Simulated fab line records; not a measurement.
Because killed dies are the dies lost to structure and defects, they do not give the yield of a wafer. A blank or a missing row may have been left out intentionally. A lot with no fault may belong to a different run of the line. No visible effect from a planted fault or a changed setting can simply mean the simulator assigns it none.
The tool behind it: which one?	flow n5 finfet	44 wafers from 15 lots sampled at 4 of the route's 1938 steps

== WHAT EACH GAUGE READ, for each wafer ==
N5_BEOL_M5_INSPECT_58: inspects for defects (darkfield). Usual: raw defect count at 78, with a standard deviation of 24.
lot	measured	on	raw defect count	flag
L263	day 9 08:16	defect inspect-02	51 65 87	
L267	day 9 20:17	defect inspect-01	76 92 102	
L266	day 9 22:11	defect inspect-01	59 32 44	
L268	day 10 13:48	defect inspect-02	51 68 102	
L269	day 10 14:15	defect inspect-02	66 80 66	
L271	day 10 21:01	defect inspect-02	102 93 86	
L272	day 11 06:41	defect inspect-02	65 57 51	
L273	day 11 06:44	defect inspect-01	66 76 63	
L274	day 12 00:42	defect inspect-02	85 71 67	
L275	day 12 05:11	defect inspect-02	81 90 86	
L281	day 13 13:57	defect inspect-02	45 81 60	
L282	day 14 06:05	defect inspect-01	66 30 34	
L283	day 14 13:23	defect inspect-01	78 72 87	
L284	day 14 12:32	defect inspect-02	75 90	
L285	day 14 22:29	defect inspect-01	111 123 58	

N5_BEOL_M6_CD_MEAS_11: target cd 38.5 nm. Usual: cd nm at 38.3 nm, with a standard deviation of 0.46.
lot	measured	on	cd nm (nm)	flag
L263	day 9 10:37	cd sem-02	38.5 38.2 38.2	
L267	day 10 00:11	cd sem-03	37.8 38.9 38.5	
L266	day 10 00:29	cd sem-01	38.5 38.0 38.4	
L268	day 10 15:49	cd sem-03	37.9 37.5 38.0	
L269	day 10 16:55	cd sem-02	39.3 38.5 38.9	
L271	day 10 22:47	cd sem-02	39.0 39.0 39.2	
L272	day 11 08:57	cd sem-03	38.2 38.1 38.8	
L273	day 11 09:07	cd sem-01	- - -	OFF
L274	day 12 03:34	cd sem-01	- - -	OFF
L275	day 12 08:17	cd sem-03	- - -	OFF
L281	day 13 15:38	cd sem-03	37.9 38.6 38.5	
L282	day 14 07:25	cd sem-02	38.5 38.5 38.8	
L283	day 14 15:50	cd sem-01	39.0 39.0 37.9	
L284	day 14 15:32	cd sem-01	38.5 38.1	
L285	day 15 01:21	cd sem-03	38.4 38.5 38.4	

== WHAT TOOL EACH LOT RAN ON (gives the tool, then ch and the chambers of the sampled wafers, and finally the start) ==
lot	N5_BEOL_M5_ANNEAL_84	N5_BEOL_M6_DEVELOP_10
L263	pvd sputter-01, day 9 05:05	litho track-02 ch 0, day 9 10:33
L267	pvd sputter-02, day 9 17:07	litho track-02 ch 0, day 10 00:07
L266	pvd sputter-01, day 9 18:48	litho track-03 ch 0, day 10 00:25
L268	pvd sputter-01, day 10 10:25	litho track-03 ch 0, day 10 15:46
L269	pvd sputter-03, day 10 10:35	litho track-03 ch 0, day 10 16:52
L271	pvd sputter-03, day 10 17:47	litho track-02 ch 0, day 10 22:44
L272	pvd sputter-03, day 11 03:26	litho track-05 ch 0, day 11 08:54
L273	pvd sputter-02, day 11 03:32	litho track-03, day 11 09:04
L274	pvd sputter-01, day 11 21:23	litho track-03, day 12 03:31
L275	pvd sputter-02, day 12 01:53	litho track-02, day 12 08:14
L281	pvd sputter-02, day 13 10:25	litho track-02 ch 0, day 13 15:35
L282	pvd sputter-03, day 14 02:37	litho track-03 ch 0, day 14 07:22
L283	pvd sputter-02, day 14 09:38	litho track-02 ch 0, day 14 15:47
L284	pvd sputter-01, day 14 09:50	litho track-03 ch 0, day 14 15:28
L285	pvd sputter-01, day 14 19:15	litho track-03 ch 0, day 15 01:18
- N5_BEOL_M5_ANNEAL_84: time 1800 s.
- N5_BEOL_M6_DEVELOP_10: develop time 30 s.

== WHAT THE TOOLS THEMSELVES READ (means of the sampled wafers that have a number; where no wafer has one, the mark that the record gives instead) ==
N5_BEOL_M5_ANNEAL_84. Usual: heater power w 822 W, standard deviation 100; susceptor temp C 400.01 C, standard deviation 0.21; susceptor_temp_C_max 400.9, standard deviation 0.31.
lot	tool	heater power w (W)	susceptor temp C (C)	susceptor_temp_C_max	flag
L263	pvd sputter-01	833	400.08	401.1	
L267	pvd sputter-02	865	400.00	400.9	
L266	pvd sputter-01	844	400.20	401.1	
L268	pvd sputter-01	843	399.99	400.9	
L269	pvd sputter-03	774	400.02	400.9	
L271	pvd sputter-03	767	400.05	400.8	
L272	pvd sputter-03	782	400.02	401.0	
L273	pvd sputter-02	766	400.01	401.2	
L274	pvd sputter-01	785	399.81	400.8	
L275	pvd sputter-02	969	400.02	401.0	
L281	pvd sputter-02	775	400.01	401.3	
L282	pvd sputter-03	777	399.80	400.6	
L283	pvd sputter-02	758	399.93	400.9	
L284	pvd sputter-01	828	400.14	401.1	
L285	pvd sputter-01	830	400.00	400.9	

N5_BEOL_M6_DEVELOP_10. Usual: chill plate temp C at 22.98 C, with a standard deviation of 0.1.
lot	tool	chill plate temp C (C)	flag
L263	litho track-02	22.98	
L267	litho track-02	23.03	
L266	litho track-03	22.93	
L268	litho track-03	22.89	
L269	litho track-03	23.06	
L271	litho track-02	23.01	
L272	litho track-05	22.96	
L273	litho track-03	-	OFF
L274	litho track-03	-	OFF
L275	litho track-02	-	OFF
L281	litho track-02	22.83	
L282	litho track-03	22.89	
L283	litho track-02	23.04	
L284	litho track-03	22.91	
L285	litho track-03	22.99	

== THE ANSWER, worked out from the rows above alone ==
Rule: a lot is off if the mean of its wafers that have a number lies more than 3 standard deviations from the usual mean. A lot without any number at a reading at which 4 lots or more have one is off too. Any other lot the step has rows for is counted as sound. First the gauges in route order, then the tools' own readings, where a lot's mean is used as printed above. At the first step where some lot is off, the reading lying furthest off is the one used; lots without a number count as furthest.
Off: L273, L274, L275 (N5_BEOL_M6_CD_MEAS_11, cd nm). Without a number there: L273, L274, L275.
If a tool, at a process step before that reading, ran all the lots that are off and no sound lot after the first of them, it fits. Not tried: the gauges at N5_BEOL_M6_CD_MEAS_11; whatever is off there is also off at N5_BEOL_M6_DEVELOP_10, on other tools, and gauge error can't account for it. No candidate that was tried fits.

== WHAT THE SIMULATOR HAD INSERTED ==
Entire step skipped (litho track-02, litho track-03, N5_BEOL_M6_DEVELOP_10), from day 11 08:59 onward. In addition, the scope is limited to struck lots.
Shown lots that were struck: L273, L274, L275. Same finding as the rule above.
